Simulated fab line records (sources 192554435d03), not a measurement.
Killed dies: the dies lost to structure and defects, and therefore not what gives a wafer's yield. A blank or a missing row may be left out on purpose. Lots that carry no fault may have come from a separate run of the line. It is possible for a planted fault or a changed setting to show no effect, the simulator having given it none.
Split-lot experiment -- flow n5_finfet -- 21 wafers read from 7 lots, route of 1938 steps

THE SPLIT ITSELF
At N5_BEOL_M6_EXPOSE_25 (exposes mask V5, target cd 40 nm), the setting dose_mj was moved away from the recipe's 45 on 11 of the 21 wafers read, by -7.1% to +6.2%. The other wafers ran this setting at the recipe's value.

FROM THE SPLIT TO THE READING: what the file shows between them, 2 steps
- N5_BEOL_M6_PEB_26: peb time 60 s
- N5_BEOL_M6_DEVELOP_27: develop time 30 s

THE READING
Shown in nm: cd_nm at N5_BEOL_M6_CD_MEAS_28, with target cd 40 nm. Fault-free wafers of this fab line usually give 40.01 nm, standard deviation 0.23 nm.

wafer,"tool, chamber at the split",dose_mj as run,against the recipe,"cd_nm, nm",against lot-mates on the recipe
L075.1,"euv_scanner-02, 0",42.64,-5.2%,38.66,-1.46
L075.5,"euv_scanner-02, 0",45,recipe,40.12,-
L075.6,"euv_scanner-02, 0",42.64,-5.2%,38.53,-1.59
L078.3,"euv_scanner-02, 0",45,recipe,39.80,-
L078.5,"euv_scanner-02, 0",46.68,+3.7%,40.50,+0.62
L078.6,"euv_scanner-02, 0",45,recipe,39.95,-
L079.2,"euv_scanner-02, 0",47.81,+6.2%,41.59,+1.98
L079.4,"euv_scanner-02, 0",45,recipe,39.61,-
L079.6,"euv_scanner-02, 0",47.81,+6.2%,41.36,+1.75
L085.1,"euv_scanner-02, 0",45,recipe,40.48,-
L085.2,"euv_scanner-02, 0",46.11,+2.5%,40.66,+0.18
L085.3,"euv_scanner-02, 0",46.11,+2.5%,40.53,+0.05
L091.3,"euv_scanner-02, 0",45,recipe,39.91,-
L091.4,"euv_scanner-02, 0",46.45,+3.2%,40.98,+1.07
L091.5,"euv_scanner-02, 0",46.45,+3.2%,40.72,+0.81
L093.3,"euv_scanner-02, 0",41.8,-7.1%,38.38,-1.56
L093.4,"euv_scanner-02, 0",45,recipe,39.94,-
L093.5,"euv_scanner-02, 0",41.8,-7.1%,37.88,-2.06
L092.2,"euv_scanner-02, 0",45,recipe,39.46,-
L092.3,"euv_scanner-02, 0",45,recipe,39.93,-
L092.5,"euv_scanner-02, 0",45,recipe,40.11,-

FIT RESULTS
A straight line over all 21 wafers: cd_nm changes by +0.25 nm for each +1% of dose_mj; r = +0.97; the points scatter about the line by 0.24 nm.
The same after taking each lot's own level away (the mean of its wafers on the recipe; 21 wafers): +0.264 nm for each +1%; r = +0.97; scatter 0.26 nm.
Per that fit: largest dose_mj move, reading shift of 1.9 nm.
The span of the lots' own levels, 39.610 to 40.480 nm, comes to 3.8 times the standard deviation stated above.
So the lot-to-lot level changes the slope little: the two slopes agree.
Check: for one of the wafers moved furthest among these (-7.1%), held out of the fit, the line's prediction against its lot-mates is -2.03 nm. Against them it came out at -1.56 nm.

THESE WAFERS: OTHER SPLITS
Other splits were also applied to these wafers ahead of the reading. Each is held against what the fit with the lots' levels taken away leaves over:
other split on the same wafers,wafers away from the commonest value,r with cd_nm (lot level and that fit taken away)
N5_BEOL_M6_ETCH_62 time_s,4,+0.04

THE WHOLE CHAIN: every reading that the file lists as answering this split, in the file's order
step,what it does,reading,change (the file's fit),r (the file's)
N5_BEOL_M6_CD_MEAS_28,target cd 40 nm,cd_nm,+0.259 nm for each +1% of the setting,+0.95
N5_BEOL_M6_DESCUM_33,"chemistry O2, time 7 s","BEOL_M6.cd_nm (the simulator's own value, which no gauge read)",+0.236 nm for each +1% of the setting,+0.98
N5_BEOL_M6_ETCH_72,"etches underlayer in N2/H2, target depth 6.5 nm, time 5.2 s","BEOL_M6.cd_nm (the simulator's own value, which no gauge read)",+0.235 nm for each +1% of the setting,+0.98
N5_BEOL_M6_ETCH_66,"etches SOC in N2/H2, target depth 80 nm, overetch 16 nm, time 120 s","BEOL_M6.cd_nm (the simulator's own value, which no gauge read)",+0.248 nm for each +1% of the setting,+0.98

THE FILE'S OWN FIT
cd_nm changes by +0.259 nm for each +1% of dose_mj, r = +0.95.
